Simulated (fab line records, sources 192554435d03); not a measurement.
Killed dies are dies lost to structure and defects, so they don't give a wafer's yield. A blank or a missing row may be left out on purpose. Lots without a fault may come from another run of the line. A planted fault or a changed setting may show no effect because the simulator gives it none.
A struck lot beside a sound one | flow n5_finfet | 16 steps out of a route of 1938
Sound: wafers L299.2, L299.3, L299.5. Struck: wafer L295.4. (L295.3 of the same lot was not struck and is left out.) The cause comes at the end.
At each step with rows: each side's tool, then ch and its chambers, then its first start. Under that, the readings that differ: sound wafers | struck wafers | difference of the means | sigmas: that difference in standard deviations of wafers without a fault.
alike: readings whose means differ by less than 2 such deviations, and words and numbers that are the same on both sides. not compared: withheld readings, readings that some wafer has no value for, bounds like >300 that may hide the same value, and numbers for which the record gives no deviation and whose values overlap.
The two part at a step that has a row with sigmas, a row that says differs or no value, or rows on one side only. Numbers that don't overlap but have no deviation are shown without sigmas and don't part them. A reading that every wafer of one side lacks parts them only if that side has two wafers or more.

N5_BEOL_M1_DESCUM_16: chemistry O2, time 7 s.
  sound on rie_diel-06 ch 1,2, day 11 07:05; struck on rie_diel-02 ch 1, day 10 09:37
  alike: drypump_motor_current_A, oes_product_au, rf_vpp_V, showerhead_plenum_p_Torr, throttle_valve_pct
  not compared: rf_hours_counter_h
then, 1 step without rows for these wafers: N5_BEOL_M1_ETCH_74 (etches underlayer in N2/H2, target depth 6.5 nm, time 5.2 s).
N5_BEOL_M1_ETCH_63: etches SiARC in CF4, target depth 15.6 nm, time 26 s.
  sound on rie_diel-06 ch 1,2, day 11 07:08; struck on rie_diel-02 ch 1, day 10 09:40
  alike: drypump_motor_current_A, etch_rf_on_time_s, oes_product_au, rf_vpp_V, showerhead_plenum_p_Torr, throttle_valve_pct
  not compared: rf_hours_counter_h
then, 3 steps without rows for these wafers: N5_BEOL_M1_ETCH_64 (etches SOC in N2/H2, target depth 75 nm, overetch 15 nm, time 112.5 s); N5_BEOL_M1_STRIP_65 (strips in N2/H2); N5_BEOL_M1_STRIP_75 (strips in N2/H2).
N5_BEOL_M1_STRIP_66: strips in CF4.
  sound on rie_diel-06 ch 1,2, day 11 07:17; struck on rie_diel-02 ch 1, day 10 09:49
  alike: drypump_motor_current_A, oes_product_au, rf_vpp_V, showerhead_plenum_p_Torr, throttle_valve_pct
  not compared: rf_hours_counter_h
N5_BEOL_M1_HM_OPEN_17: chemistry Cl2/BCl3, target TiN, target depth 20 nm, overetch 6 nm.
  sound on rie_metal-03 ch 0,1, day 11 07:20; struck on rie_metal-01 ch 1, day 10 09:54
  reading                | sound             | struck | difference | sigmas
  throttle_valve_pct (%) | 22.21 22.22 22.77 | 21.81  | -0.59      | -2
  alike: drypump_motor_current_A, oes_ar_750_au, oes_product_au
  not compared: rf_hours_counter_h
N5_BEOL_M1_STRIP_19: strips in O2.
  sound on rie_diel-02 ch 2,3, day 11 07:32; struck on rie_diel-02 ch 2, day 10 09:59
  alike: drypump_motor_current_A, oes_product_au, rf_vpp_V, showerhead_plenum_p_Torr, throttle_valve_pct
  not compared: rf_hours_counter_h
N5_BEOL_M1_CD_MEAS_18: pitch 36 nm, target cd 18 nm.
  sound on cd_sem-01, day 11 07:37; struck on cd_sem-03, day 10 10:03
  alike: cd_nm
then, 2 steps without rows for these wafers: N5_BEOL_M1_COAT_67 (time 60 s, resist thk 60 nm); N5_BEOL_M1_COAT_68 (time 60 s, resist thk 12 nm).
N5_BEOL_M1_COAT_76: time 60 s, resist thk 5 nm.
  sound on litho_track-05 ch 0, day 11 07:40; struck on litho_track-02 ch 0, day 10 10:05
  reading                     | sound             | struck | difference | sigmas
  dispense_pressure_kPa (kPa) | 59 59 59          | 43     | -16        | -2
  run_length_s (s)            | 66.27 66.46 66.28 | 69.03  | +2.69      | +21
then, 1 step without rows for these wafers: N5_BEOL_M1_COAT_22 (resist thk 30 nm).
-- the record jumps here: 2 days lie between the struck wafers' starts before and after (it left off in module BEOL_M1 and takes up again in module BEOL_M4, whose first step shown is number 1111 of the route) --
N5_BEOL_M4_RC_MEAS_101:
  sound on prober-01 ch 0, day 13 22:35; struck on prober-01 ch 0, day 12 19:41
  alike: DIBL_N, DIBL_P, IOFF_N, IOFF_P, ION_N, ION_P, SS_N, SS_P, VT_N, VT_P
then, 1 step without rows for these wafers: N5_PASSIVATION_PROBE_49.

WHERE THEY PART
First at N5_BEOL_M1_HM_OPEN_17; last, within this record, at N5_BEOL_M1_COAT_76. Later steps at which nothing parts them and some readings are alike: N5_BEOL_M4_RC_MEAS_101.

WHY: what the simulator had put in
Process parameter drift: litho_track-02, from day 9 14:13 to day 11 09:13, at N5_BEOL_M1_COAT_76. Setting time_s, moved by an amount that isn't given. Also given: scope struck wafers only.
